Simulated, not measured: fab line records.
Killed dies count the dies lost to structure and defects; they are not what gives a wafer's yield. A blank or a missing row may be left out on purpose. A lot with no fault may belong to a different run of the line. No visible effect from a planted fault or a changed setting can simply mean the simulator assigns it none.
fab line records	flow n5Finfet	part 1 of 2: steps 1 to 4 of 6
[record] lots = 23	wafers = 69	lastDay = 19
route steps=1938 shown HKMG_FIN@398 GATE_CUT@465
lots that met no fault: taken from a fault-free run of the same line
startH: hours from the record's opening day to when the first of the lot's shown wafers began	waitH: hours since the lot's step before	" the same as in the row above	L1.1+2: one row covering several wafers at once	- either no value or no given start	* or withheld: withheld	< > ~ a bound
route shown NAME@n: names a module that has steps shown in the file, with the first one's number in the route	usual: mean/standard deviation taken from wafers without a fault	same: alike in all rows	chamber/n: place in a boat	sites: each site's reading	_std_site: standard deviation across them	_edge_site: the outer-site mean with the inner-site mean subtracted	radiusMm: for every site, how far away it sits from the centre of the wafer	mask NAME#n: copy n	behind: the tool/chamber that last shaped the wafer	hold: why the lot was held/for how many hours/how that ended	device: which transistor (n, p or np) failed to switch	end of line: at the end of the route, the tests of the same wafers	a step given without rows: its recipe and nothing more	killed: the dies lost at the first sort to structure and to defects; this is not the yield of the wafer	map: shows each die of a wafer: x if killed, . if not, _ if none is there
set.NAME: the setting as run; set.NAME@STEP: as run at that earlier step	model.NAME: the simulator's own value behind a step, which no gauge read
steps of the route over a sample of lots; a table a step, a row a wafer
services: from which hour (startH, from the record's first day; less than 0 if before it) a tool's chamber was out of use, for how many hours, and why
[[steps]]
[step N5_HKMG_FIN_CD_MEAS_49]
[recipe] targetCdNm = 202	landingEnergyEv = 500	detector = seInlens	polarity = opening
[usual] cdNm = 202.4/0.7
lot.wafer	tool	chamber	startH	waitH	cdNm
L074.1	cdSem-01	0	71.22	-	203.0
L074.3	"	0	"	"	201.8
L074.5	"	0	"	"	202.2
L075.1	cdSem-03	0	79.42	-	202.7
L075.3	"	0	"	"	202.8
L075.6	"	0	"	"	202.7
L076.2	cdSem-03	0	85.14	-	202.9
L076.3	"	0	"	"	202.6
L076.5	"	0	"	"	203.3
L077.2	cdSem-03	0	89.53	-	202.0
L077.4	"	0	"	"	202.4
L077.6	"	0	"	"	202.5
L078.1	cdSem-02	0	97.23	-	201.7
L078.4	"	0	"	"	201.9
L078.6	"	0	"	"	201.3
L079.1	cdSem-02	0	104.30	-	202.8
L079.2	"	0	"	"	203.2
L079.4	"	0	"	"	203.3
L080.1	cdSem-03	0	109.48	-	202.5
L080.3	"	0	"	"	201.6
L080.4	"	0	"	"	201.2
L081.2	cdSem-03	0	112.59	-	202.7
L081.4	"	0	"	"	201.8
L081.6	"	0	"	"	203.5
L082.1	cdSem-02	0	122.01	-	202.8
L082.4	"	0	"	"	202.3
L082.6	"	0	"	"	202.2
L083.1	cdSem-03	0	128.40	-	203.7
L083.2	"	0	"	"	202.4
L083.5	"	0	"	"	203.4
L084.2	cdSem-02	0	134.14	-	202.4
L084.4	"	0	"	"	202.7
L084.5	"	0	"	"	201.6
L085.2	cdSem-02	0	140.10	-	203.3
L085.4	"	0	"	"	203.6
L085.6	"	0	"	"	201.7
L086.2	cdSem-03	0	146.87	-	201.9
L086.4	"	0	"	"	202.2
L086.5	"	0	"	"	202.0
L087.3	cdSem-01	0	149.61	-	202.6
L087.4	"	0	"	"	203.9
L087.5	"	0	"	"	203.0
L088.1	cdSem-03	0	152.67	-	203.2
L088.2	"	0	"	"	203.0
L088.5	"	0	"	"	203.2
L089.1	cdSem-01	0	160.22	-	202.3
L089.2	"	0	"	"	201.5
L089.4	"	0	"	"	201.8
L090.1	cdSem-02	0	165.77	-	202.3
L090.4	"	0	"	"	201.1
L090.6	"	0	"	"	201.4
L091.1	cdSem-03	0	172.22	-	201.4
L091.2	"	0	"	"	202.7
L091.4	"	0	"	"	202.2
L092.2	cdSem-03	0	179.37	-	202.7
L092.3	"	0	"	"	201.5
L092.5	"	0	"	"	202.3
L094.3	cdSem-03	0	192.40	-	202.0
L094.4	"	0	"	"	202.7
L094.5	"	0	"	"	201.8
L095.1	cdSem-02	0	195.88	-	202.1
L095.3	"	0	"	"	202.0
L095.4	"	0	"	"	202.4
L096.1	cdSem-02	0	208.38	-	202.5
L096.3	"	0	"	"	203.5
L096.4	"	0	"	"	202.6
L097.1	cdSem-02	0	209.46	-	202.5
L097.3	"	0	"	"	203.0
L097.6	"	0	"	"	202.0
[step N5_HKMG_FIN_DESCUM_53]
[recipe] chemistry = O2	timeS = 7.9	sourcePowerW = 50	biasPowerW = 20	pressureMtorr = 20	rfFrequencyHz = 2.712e+07	tempC = 40	resist = CAR-ArF	o2FlowSccm = 225
[usual] drypumpMotorCurrentA = 5.8/0.4	oesProductAu = 0.82/0.11	rfVppV = 243.3/1.7	showerheadPlenumPTorr = 2.10/0.091	throttleValvePct = 20.45/0.21
lot.wafer	tool	chamber	startH	waitH	drypumpMotorCurrentA	oesProductAu	rfHoursCounterH	rfVppV	showerheadPlenumPTorr	throttleValvePct
L074.1	rieDiel-01	2	71.31	0.0	5.1	0.68	237	243.0	2.05	20.36
L074.3	"	0	"	"	5.6	0.67	237	242.9	2.04	20.60
L074.5	"	0	"	"	5.6	0.67	-	242.6	2.04	20.59
L075.1	rieDiel-03	3	79.52	0.0	6.4	0.74	150	243.6	2.10	20.30
L075.3	"	0	"	"	5.7	0.70	232	242.1	1.97	20.23
L075.6	"	1	"	"	5.5	0.95	-	243.8	2.22	20.37
L076.2	rieDiel-03	2	85.23	0.0	5.6	0.72	197	240.2	2.01	20.76
L076.3	"	0	"	"	5.7	0.69	233	243.0	1.97	20.23
L076.5	"	3	"	"	6.5	0.73	-	243.5	2.10	20.30
L077.2	rieDiel-01	0	89.63	0.0	5.6	0.67	244	242.2	2.04	20.61
L077.4	"	0	"	"	5.6	0.68	-	242.8	2.04	20.60
L077.6	"	2	"	"	5.1	0.69	-	242.8	2.04	20.37
L078.1	rieDiel-03	3	97.32	0.0	6.4	0.73	156	243.4	2.10	20.30
L078.4	"	0	"	"	5.6	0.69	237	242.6	1.97	20.24
L078.6	"	0	"	"	5.6	0.70	-	242.2	1.97	20.24
L079.1	rieDiel-05	1	104.39	0.0	5.6	0.67	242	242.6	2.05	20.65
L079.2	"	0	"	"	5.5	0.82	90	240.0	1.95	20.77
L079.4	"	3	"	"	5.5	0.71	212	243.9	2.16	20.58
L080.1	rieDiel-01	3	109.57	0.0	6.5	0.96	3	245.7	2.25	20.65
L080.3	"	1	"	"	5.8	0.93	30	242.6	2.07	20.37
L080.4	"	1	"	"	5.8	0.91	-	241.4	2.07	20.36
L081.2	rieDiel-05	3	112.68	0.0	5.5	0.70	215	245.3	2.16	20.59
L081.4	"	0	"	"	5.5	0.81	92	239.7	1.95	20.75
L081.6	"	2	"	"	5.6	0.89	-	245.9	2.24	20.39
L082.1	rieDiel-01	0	122.10	0.0	5.7	0.98	0	243.2	2.04	20.23
L082.4	"	0	"	"	5.6	0.97	-	243.7	2.04	20.23
L082.6	"	3	"	"	6.5	0.94	-	246.4	2.24	20.66
L083.1	rieDiel-01	0	128.49	0.0	5.6	0.95	3	243.8	2.04	20.21
L083.2	"	1	"	"	5.8	0.91	39	244.1	2.07	20.36
L083.5	"	3	"	"	6.4	0.92	-	244.8	2.24	20.65
L084.2	rieDiel-01	3	134.23	0.0	6.5	0.92	14	244.8	2.24	20.66
L084.4	"	1	"	"	5.8	0.92	-	242.4	2.07	20.39
L084.5	"	0	"	"	5.6	0.95	-	243.4	2.04	20.24
L085.2	rieDiel-03	3	140.56	0.4	6.5	0.73	171	243.4	2.10	20.33
L085.4	"	1	"	"	5.4	0.91	-	246.0	2.21	20.41
L085.6	"	3	"	"	6.4	0.73	-	243.7	2.10	20.33
L086.2	rieDiel-03	2	146.95	0.0	5.7	0.69	219	243.1	2.00	20.79
L086.4	"	2	"	"	5.7	0.70	-	241.2	2.00	20.79
L086.5	"	1	"	"	5.5	0.89	-	246.0	2.21	20.39
L087.3	rieDiel-01	3	149.83	0.2	6.5	0.91	21	245.5	2.24	20.68
L087.4	"	1	"	"	5.8	0.91	46	241.4	2.07	20.38
L087.5	"	0	"	"	5.6	0.92	-	242.9	2.04	20.23
L088.1	rieDiel-03	2	152.76	0.0	5.7	0.69	221	242.2	2.00	20.81
L088.2	"	3	"	"	6.5	0.73	175	243.0	2.10	20.34
L088.5	"	2	"	"	5.7	0.69	-	240.1	2.00	20.81
L089.1	rieDiel-03	2	160.31	0.0	5.7	0.69	225	240.4	2.00	20.79
L089.2	"	3	"	"	6.4	0.72	179	241.6	2.09	20.35
L089.4	"	2	"	"	5.7	0.69	-	242.3	2.00	20.80
L090.1	rieDiel-03	1	165.86	0.0	5.4	0.88	46	245.8	2.21	20.40
L090.4	"	3	"	"	6.4	0.72	-	243.0	2.09	20.35
L090.6	"	1	"	"	5.4	0.89	-	244.6	2.21	20.42
L091.1	rieDiel-01	3	172.31	0.0	6.5	0.89	29	244.3	2.24	20.68
L091.2	"	2	"	"	5.1	0.94	13	242.0	2.03	20.01
L091.4	"	1	"	"	5.8	0.89	56	242.1	2.06	20.40
L092.2	rieDiel-05	0	179.46	0.0	5.5	0.79	116	241.4	1.94	20.82
L092.3	"	3	"	"	5.5	0.68	238	244.1	2.15	20.65
L092.5	"	0	"	"	5.5	0.79	-	239.5	1.94	20.81
L094.3	rieDiel-03	0	192.48	0.0	5.6	0.96	4	245.9	2.22	20.02
L094.4	"	1	"	"	5.5	0.87	57	245.6	2.21	20.42
L094.5	"	2	"	"	5.7	0.68	-	241.0	2.00	20.84
L095.1	rieDiel-05	2	196.24	0.3	5.7	0.84	60	245.4	2.23	20.45
L095.3	"	3	"	"	5.5	0.68	245	244.9	2.15	20.63
L095.4	"	2	"	"	5.7	0.85	-	244.8	2.23	20.42
L096.1	rieDiel-03	0	208.69	0.3	5.7	0.94	9	246.5	2.22	20.01
L096.3	"	3	"	"	6.4	0.70	199	243.5	2.09	20.37
L096.4	"	3	"	"	6.4	0.70	-	242.6	2.09	20.37
L097.1	rieDiel-05	2	210.12	0.6	5.6	0.84	65	245.9	2.22	20.45
L097.3	"	1	"	"	5.6	0.89	22	242.7	2.04	20.25
L097.6	"	0	"	"	5.5	0.78	-	240.1	1.94	20.82
[step N5_HKMG_FIN_ETCH_32]
[recipe] chemistry = N2/H2	target = SOC	targetDepthA = 2400	tempC = 40	timeS = 300	ionEnergyEv = 200	maskMaterial = SiARC	pressureMtorr = 30	sourceW = 840	biasW = 150	n2FlowSccm = 200	h2FlowSccm = 200
[usual] drypumpMotorCurrentA = 5.8/0.37	h2FlowSccm = 200.0/0.61	oesProductAu = 0.83/0.1	rfVppV = 524/3.4	showerheadPlenumPTorr = 2.55/0.12	throttleValvePct = 17.85/0.24
lot.wafer	tool	chamber	startH	waitH	drypumpMotorCurrentA	h2FlowSccm	oesProductAu	rfHoursCounterH	rfVppV	showerheadPlenumPTorr	throttleValvePct
L074.1	rieDiel-05	1	74.66	0.0	5.5	199.4	0.67	232	523	2.51	18.18
L074.3	"	3	"	"	5.5	199.7	0.73	202	527	2.64	18.02
L074.5	"	3	"	"	5.5	199.8	0.72	-	526	2.64	18.04
L075.1	rieDiel-05	3	83.03	0.0	5.5	199.3	0.73	205	527	2.64	18.03
L075.3	"	1	"	"	5.6	199.6	0.67	235	523	2.51	18.18
L075.6	"	0	"	"	5.6	200.3	0.82	-	518	2.38	18.17
L076.2	rieDiel-05	0	88.97	0.0	5.6	199.4	0.82	85	520	2.38	18.19
L076.3	"	3	"	"	5.5	199.3	0.73	207	524	2.64	18.02
L076.5	"	3	"	"	5.5	200.1	0.72	-	525	2.64	18.01
L077.2	rieDiel-05	1	93.08	0.0	5.5	200.9	0.66	239	522	2.51	18.21
L077.4	"	0	"	"	5.5	198.9	0.81	87	518	2.38	18.19
L077.6	"	3	"	"	5.5	199.8	0.72	-	526	2.64	18.03
L078.1	rieDiel-01	1	100.79	0.0	5.8	200.7	0.96	26	522	2.51	17.80
L078.4	"	0	"	"	5.6	199.2	0.67	249	523	2.51	18.18
L078.6	"	2	"	"	5.1	200.7	0.70	-	521	2.49	17.73
L079.1	rieDiel-03	2	107.77	0.0	5.7	200.2	0.69	204	521	2.43	18.11
L079.2	"	0	"	"	5.6	200.6	0.69	241	520	2.40	17.85
L079.4	"	3	"	"	6.5	201.0	0.75	159	524	2.52	17.50
L080.1	rieDiel-03	1	112.90	0.0	5.5	202.3	0.94	23	528	2.73	17.92
L080.3	"	2	"	"	5.7	199.1	0.70	205	520	2.43	18.10
L080.4	"	0	"	"	5.7	200.0	0.70	242	520	2.40	17.84
L081.2	rieDiel-03	1	116.19	0.0	5.4	201.1	0.94	25	528	2.73	17.96
L081.4	"	0	"	"	5.7	199.3	0.69	244	519	2.40	17.85
L081.6	"	1	"	"	5.4	200.5	0.94	-	529	2.73	17.94
L082.1	rieDiel-01	1	125.57	0.0	5.8	199.6	0.94	38	521	2.50	17.83
L082.4	"	3	"	"	6.5	200.2	0.95	-	529	2.70	17.83
L082.6	"	0	"	"	5.6	201.0	0.95	-	523	2.50	17.74
L083.1	rieDiel-03	0	131.92	0.0	5.6	200.1	0.69	247	521	2.40	17.85
L083.2	"	3	"	"	6.4	199.0	0.73	167	525	2.52	17.49
L083.5	"	2	"	"	5.7	200.3	0.68	-	519	2.43	18.13
L084.2	rieDiel-03	2	137.89	0.0	5.7	199.2	0.68	215	519	2.43	18.13
L084.4	"	3	"	"	6.5	199.7	0.74	169	523	2.51	17.49
L084.5	"	1	"	"	5.5	200.1	0.91	-	526	2.72	17.95
L085.2	rieDiel-05	2	144.20	0.0	5.7	199.9	0.87	40	528	2.68	17.59
L085.4	"	0	"	"	5.5	199.7	0.80	-	518	2.37	18.21
L085.6	"	3	"	"	5.5	200.0	0.71	-	525	2.63	18.06
L086.2	rieDiel-01	1	150.84	0.0	5.8	198.6	0.93	47	522	2.50	17.83
L086.4	"	0	"	"	5.6	200.4	0.91	12	523	2.50	17.76
L086.5	"	1	"	"	5.8	200.0	0.91	-	521	2.50	17.83
L087.3	rieDiel-05	3	153.26	0.0	5.5	199.3	0.70	231	526	2.63	18.04
L087.4	"	1	"	"	5.6	199.7	0.98	0	523	2.51	17.75
L087.5	"	1	"	"	5.6	199.9	0.98	-	523	2.51	17.73
L088.1	rieDiel-05	1	156.38	0.0	5.6	199.8	0.95	2	523	2.51	17.73
L088.2	"	0	"	"	5.6	200.5	0.78	110	519	2.37	18.23
L088.5	"	1	"	"	5.6	200.2	0.95	-	523	2.51	17.74
L089.1	rieDiel-03	1	163.74	0.0	5.5	200.5	0.90	44	529	2.72	17.97
L089.2	"	2	"	"	5.7	199.7	0.68	226	520	2.42	18.14
L089.4	"	3	"	"	6.5	199.5	0.73	-	523	2.51	17.49
L090.1	rieDiel-01	2	170.24	0.0	5.1	199.0	0.95	12	522	2.48	17.31
L090.4	"	3	"	"	6.5	200.2	0.91	28	529	2.70	17.85
L090.6	"	2	"	"	5.1	200.1	0.95	-	524	2.48	17.30
L091.1	rieDiel-01	1	176.17	0.0	5.8	200.0	0.90	57	523	2.50	17.86
L091.2	"	2	"	"	5.1	200.0	0.94	14	522	2.48	17.31
L091.4	"	3	"	"	6.5	200.9	0.91	31	528	2.69	17.86
L092.2	rieDiel-03	3	182.94	0.0	6.4	200.8	0.72	191	525	2.51	17.51
L092.3	"	2	"	"	5.7	199.7	0.68	233	520	2.42	18.16
L092.5	"	3	"	"	6.4	200.5	0.72	-	523	2.51	17.53
L094.3	rieDiel-01	1	196.01	0.0	5.8	199.4	0.89	64	522	2.49	17.87
L094.4	"	1	"	"	5.8	200.3	0.89	-	521	2.49	17.88
L094.5	"	3	"	"	6.5	200.0	0.90	-	527	2.69	17.88
L095.1	rieDiel-01	0	199.64	0.0	5.6	199.4	0.88	29	521	2.49	17.80
L095.3	"	3	"	"	6.5	199.3	0.91	38	530	2.69	17.88
L095.4	"	3	"	"	6.5	199.8	0.90	-	529	2.69	17.88
L096.1	rieDiel-01	1	212.17	0.0	5.8	199.8	0.88	71	521	2.49	17.88
L096.3	"	0	"	"	5.7	200.3	0.85	35	522	2.49	17.80
L096.4	"	1	"	"	5.8	200.4	0.89	-	522	2.49	17.89
L097.1	rieDiel-05	0	213.89	0.0	5.5	200.1	0.77	127	517	2.36	18.26
L097.3	"	1	"	"	5.5	199.9	0.87	24	523	2.50	17.78
L097.6	"	1	"	"	5.6	200.3	0.88	-	523	2.50	17.78
[step N5_HKMG_FIN_ALD_71]
[recipe] material = TiN	targetThkA = 10	tempC = 400	aldPrecursorFamily = TiCl4	aldCoReactant = NH3	pulseTimeS = 1	purgeTimeS = 3	coReactantPurgeTimeS = 2	coReactantPulseTimeS = 2	aldCycles = 47	pressureTorr = 3
[usual] heaterPowerW = 900/80	precursorPulseHeightRel = 1.001/0.021	susceptorTempC = 400.05/0.24
[same] coReactantPulseTimeS = 2	pulseTimeS = 1
lot.wafer	tool	chamber	startH	waitH	heaterPowerW	precursorPulseHeightRel	sinceWetCleanH	susceptorTempC
L074.1	aldMetal-04	1	76.74	0.0	977	1.007	2817	400.30
L074.3	"	3	"	"	790	0.963	2817	399.91
L074.5	"	3	"	"	806	1.008	-	400.24
L075.1	aldMetal-03	2	85.10	0.0	980	0.971	4363	399.99
L075.3	"	3	"	"	885	1.027	4363	399.84
L075.6	"	1	"	"	979	1.009	-	399.91
L076.2	aldMetal-04	2	90.94	0.0	897	1.043	2831	400.26
L076.3	"	1	"	"	950	0.996	2831	399.94
L076.5	"	2	"	"	876	1.012	-	400.16
L077.2	aldMetal-03	1	95.05	0.0	937	1.063	4373	400.37
L077.4	"	2	"	"	948	0.990	4373	400.00
L077.6	"	0	"	"	762	0.990	-	399.82
L078.1	aldMetal-04	0	102.81	0.0	907	0.991	2843	400.13
L078.4	"	3	"	"	788	0.987	2843	399.96
L078.6	"	3	"	"	764	0.974	-	400.03
L079.1	aldMetal-01	3	109.75	0.0	818	0.998	5927	400.10
L079.2	"	2	"	"	982	1.018	5927	399.89
L079.4	"	0	"	"	1037	0.949	-	400.20
L080.1	aldMetal-01	0	114.86	0.0	1020	0.993	5932	399.82
L080.3	"	3	"	"	836	0.984	5932	400.06
L080.4	"	0	"	"	1049	0.975	-	400.06
L081.2	aldMetal-03	1	118.15	0.0	943	0.979	4396	399.89
L081.4	"	3	"	"	880	0.980	4396	399.83
L081.6	"	1	"	"	962	1.008	-	399.87
L082.1	aldMetal-01	2	127.53	0.0	984	0.980	5944	400.32
L082.4	"	3	"	"	843	1.016	5944	399.76
L082.6	"	0	"	"	1017	1.020	-	399.60
L083.1	aldMetal-01	0	133.88	0.0	1031	0.999	5951	400.43
L083.2	"	1	"	"	922	0.991	5951	399.99
L083.5	"	3	"	"	838	0.988	-	399.95
L084.2	aldMetal-03	0	139.89	0.0	773	1.001	4418	400.56
L084.4	"	2	"	"	957	1.003	4418	399.69
L084.5	"	3	"	"	866	1.003	-	400.21
L085.2	aldMetal-04	1	146.22	0.0	970	1.022	2886	399.61
L085.4	"	0	"	"	921	1.007	2886	399.78
L085.6	"	1	"	"	961	0.990	-	399.65
L086.2	aldMetal-04	0	152.80	0.0	875	0.976	2893	400.20
L086.4	"	2	"	"	905	1.019	2893	400.10
L086.5	"	0	"	"	923	1.011	-	400.15
L087.3	aldMetal-01	0	156.07	0.0	1005	0.961	5973	400.05
L087.4	"	2	"	"	952	1.019	-	400.05
L087.5	"	0	"	"	1023	1.006	-	399.69
L088.1	aldMetal-04	2	158.34	0.0	888	1.011	2898	399.93
L088.2	"	1	"	"	967	0.998	2898	400.16
L088.5	"	1	"	"	976	0.995	-	399.96
L089.1	aldMetal-03	3	165.84	0.0	850	0.999	4444	399.83
L089.2	"	1	"	"	962	0.993	4444	399.81
L089.4	"	0	"	"	785	0.983	4444	400.06
L090.1	aldMetal-04	0	172.42	0.0	896	1.026	2912	400.17
L090.4	"	2	"	"	908	1.011	2912	399.99
L090.6	"	2	"	"	890	1.007	-	399.89
L091.1	aldMetal-04	0	178.14	0.0	882	0.997	2918	400.70
L091.2	"	3	"	"	774	0.996	2918	400.31
L091.4	"	1	"	"	978	1.029	2918	400.13
L092.2	aldMetal-03	0	184.90	0.0	752	0.973	4463	400.11
L092.3	"	2	"	"	940	1.023	4463	400.15
L092.5	"	0	"	"	741	0.997	-	400.28
L094.3	aldMetal-04	1	198.14	0.0	979	1.006	2938	400.26
L094.4	"	3	"	"	779	0.996	2938	399.98
L094.5	"	0	"	"	892	0.989	-	399.88
L095.1	aldMetal-03	0	201.60	0.0	763	1.009	4480	400.08
L095.3	"	2	"	"	957	0.964	4480	399.92
L095.4	"	1	"	"	941	1.015	4480	400.00
L096.1	aldMetal-04	1	214.33	0.0	975	1.013	2954	400.19
L096.3	"	2	"	"	875	0.976	2954	400.06
L096.4	"	3	"	"	765	0.994	2954	399.65
L097.1	aldMetal-01	3	215.86	0.0	841	0.988	6033	399.69
L097.3	"	1	"	"	938	0.975	6033	400.15
L097.6	"	3	"	"	860	1.032	-	399.76
